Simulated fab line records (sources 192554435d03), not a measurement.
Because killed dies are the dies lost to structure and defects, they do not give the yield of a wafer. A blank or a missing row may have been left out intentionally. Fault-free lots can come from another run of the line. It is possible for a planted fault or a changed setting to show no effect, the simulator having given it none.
A lot that was struck, set against a sound lot    flow n5Finfet    39 steps out of a route of 1938
Sound: wafers L400.2, L400.4, L400.6. Struck: wafer L410.3. The cause is named last.
Per side, at each step with rows, come the tool, then ch with its chambers, and then its first start. Under that, the readings that differ: sound wafers    struck wafers    difference of the means    sigmas: that difference in standard deviations of wafers without a fault.
alike: a reading whose means differ by less than 2 such deviations, as well as words and numbers matching on both sides. not compared: withheld readings; readings where some wafer has no value; bounds like >300 that might hide an equal value; numbers whose values overlap and for which the record gives no deviation.
A row with sigmas, a row that says differs or no value, or rows on one side alone: a step with any of these is where the two part. Numbers that don't overlap but have no deviation are shown without sigmas and don't part them. A reading that every wafer of one side lacks parts them only if that side has two wafers or more.

first, 9 steps without rows for these wafers: N5_BEOL_M4_COAT_68 (time 60 s, resist thk 12 nm); N5_BEOL_M4_COAT_76 (time 60 s, resist thk 5 nm); N5_BEOL_M4_COAT_22 (resist thk 30 nm); N5_BEOL_M4_EBR_24; N5_BEOL_M4_SOFTBAKE_23 (time 60 s); N5_BEOL_M4_EXPOSE_25 (exposes mask V3, defocus 5 nm); N5_BEOL_M4_PEB_26 (peb time 60 s); N5_BEOL_M4_DEVELOP_27 (develop time 30 s); N5_BEOL_M4_DESCUM_33 (chemistry O2, time 7 s).
N5_BEOL_M4_ETCH_77: etches underlayer in N2/H2, target depth 6.5 nm, time 5.2 s.
  sound on rieDiel-05 ch 0,1, day 8 13:53; struck on rieDiel-05 ch 3, day 11 08:03
reading                   sound        struck  difference  sigmas
drypumpMotorCurrentA (A)  5.5 4.7 4.7  6.3     +1.3        +3
  alike: etchRfOnTimeS, oesProductAu, rfFwdPowerW, rfVppV, showerheadPlenumPTorr, throttleValvePct
  not compared: rfHoursCounterH
then, 27 steps without rows for these wafers: N5_BEOL_M4_ETCH_69 (etches SiARC in CF4, target depth 15.6 nm, time 26 s); N5_BEOL_M4_ALD_98 (deposits SiO2, target thk 2.5 nm, pulse time 1 s, co reactant pulse time 1 s); N5_BEOL_M4_ETCHBACK_99 (etches SiO2 in CHF3, target depth 5 nm, time 10.4 s); N5_BEOL_M4_ETCH_70 (etches SOC in N2/H2, target depth 80 nm, overetch 24 nm, time 130 s); N5_BEOL_M4_STRIP_71 (strips in N2/H2); N5_BEOL_M4_STRIP_78 (strips in N2/H2); N5_BEOL_M4_VIA_ETCH_34 (etches the open film in C4F6/O2, target depth 69.4 nm, time 65.9 s); N5_BEOL_M4_STRIP_83 (strips in C4F6/O2); N5_BEOL_M4_STRIP_36 (strips in N2/H2); N5_BEOL_M4_TRENCH_ETCH_37 (etches SiOC in C4F6/O2, target depth 55.555 nm, time 29.2 s); N5_BEOL_M4_ETCH_41 (etches SiCN in CH3F/O2, target depth 29.9 nm, time 52.5 s); N5_BEOL_M4_STRIP_97 (strips in N2/H2, time 10 s); N5_BEOL_M4_HM_STRIP_39 (strips TiN in peroxide tin strip, target depth 25 nm, time 158 s); N5_BEOL_M4_SRD_40 (time 30 s); N5_BEOL_M4_PRECLEAN_42 (cleans in residue remover, time 60 s); N5_BEOL_M4_SRD_43 (time 30 s); N5_BEOL_M4_DEGAS_44 (time 60 s); N5_BEOL_M4_PRE_CLEAN_45 (time 30 s); N5_BEOL_M4_ALD_84 (deposits TaN, pulse time 2 s, purge time 3 s, co reactant purge time 2 s); N5_BEOL_M4_SURFACE_TREAT_85; N5_BEOL_M4_CVD_47 (deposits Co from CCTBA/H2, target thk 3 nm, time 223.8 s); N5_BEOL_M4_SPUTTER_48 (material Cu, target thk 4.5 nm, time 8.29 s); N5_BEOL_M4_ANNEAL_49 (time 240 s); N5_BEOL_M4_SPUTTER_79 (material Cu, target thk 4.5 nm, time 8.29 s); N5_BEOL_M4_ANNEAL_80 (time 240 s); N5_BEOL_M4_SPUTTER_81 (material Cu, target thk 4.5 nm, time 8.29 s); N5_BEOL_M4_ANNEAL_82 (time 240 s).
N5_BEOL_M4_RC_MEAS_101:
  sound on prober-02 ch 0, day 8 20:44; struck on prober-02 ch 0, day 11 19:13
reading              sound           struck  difference  sigmas
ION_N (uA/um)        696 689 676     652     -35         -2
RC_DENSE_N (ohm.um)  19.2 19.8 18.8  25.2    +5.9        +9
RC_DENSE_P (ohm.um)  23.5 24.6 23.3  31.7    +7.9        +10
RC_N (ohm.um)        15.5 16.3 15.4  20.5    +4.8        +9
RC_P (ohm.um)        19.1 20.3 19.1  25.6    +6.1        +10
REXT_N (ohm.um)      75.4 77.3 75.6  82.1    +6.0        +3
VT_N (mV)            243 242 247     256     +12         +3
  alike: DIBL_N, DIBL_P, IOFF_N, IOFF_P, ION_P, SS_N, SS_P, VT_P
-- a jump in the record: the struck wafers' starts before and after are 5 days apart (it breaks off in module BEOL_M4 and resumes in module PASSIVATION, where the first step shown is number 1936 of the route) --
N5_PASSIVATION_PROBE_49:
  sound on prober-02 at day 13 16:41; struck on prober-01 at day 16 13:26
reading                  sound           struck  difference  sigmas
defectLimitedYield (%)   91.9 92.2 89.3  78.1    -13.0       -9
killed_at_M4_up          14 4 12         143     +133        +24
killedAtFrontEnd         31 34 44        59      +23         +2
killedDies               96 92 126       258     +153        +10
sort_bin_5_function (%)  4.9 4.7 6.4     13.0    +7.7        +9
sort_bin_6_memory (%)    2.7 3.1 3.6     6.0     +2.9        +4
sortNPass                1084 1086 1054  922     -153        -5
sortYieldPct (%)         91.9 92.0 89.3  78.1    -13.0       -5
  alike: killed_at_M0_to_M3, killedAtContacts, killedAtOther, killedOnRim, killedOpen, killedShort, sort_bin_4_leakage

== WHERE THEY PART ==
At N5_BEOL_M4_ETCH_77 first; at N5_PASSIVATION_PROBE_49 last (within this record only).

WHY: what had been put in by the simulator
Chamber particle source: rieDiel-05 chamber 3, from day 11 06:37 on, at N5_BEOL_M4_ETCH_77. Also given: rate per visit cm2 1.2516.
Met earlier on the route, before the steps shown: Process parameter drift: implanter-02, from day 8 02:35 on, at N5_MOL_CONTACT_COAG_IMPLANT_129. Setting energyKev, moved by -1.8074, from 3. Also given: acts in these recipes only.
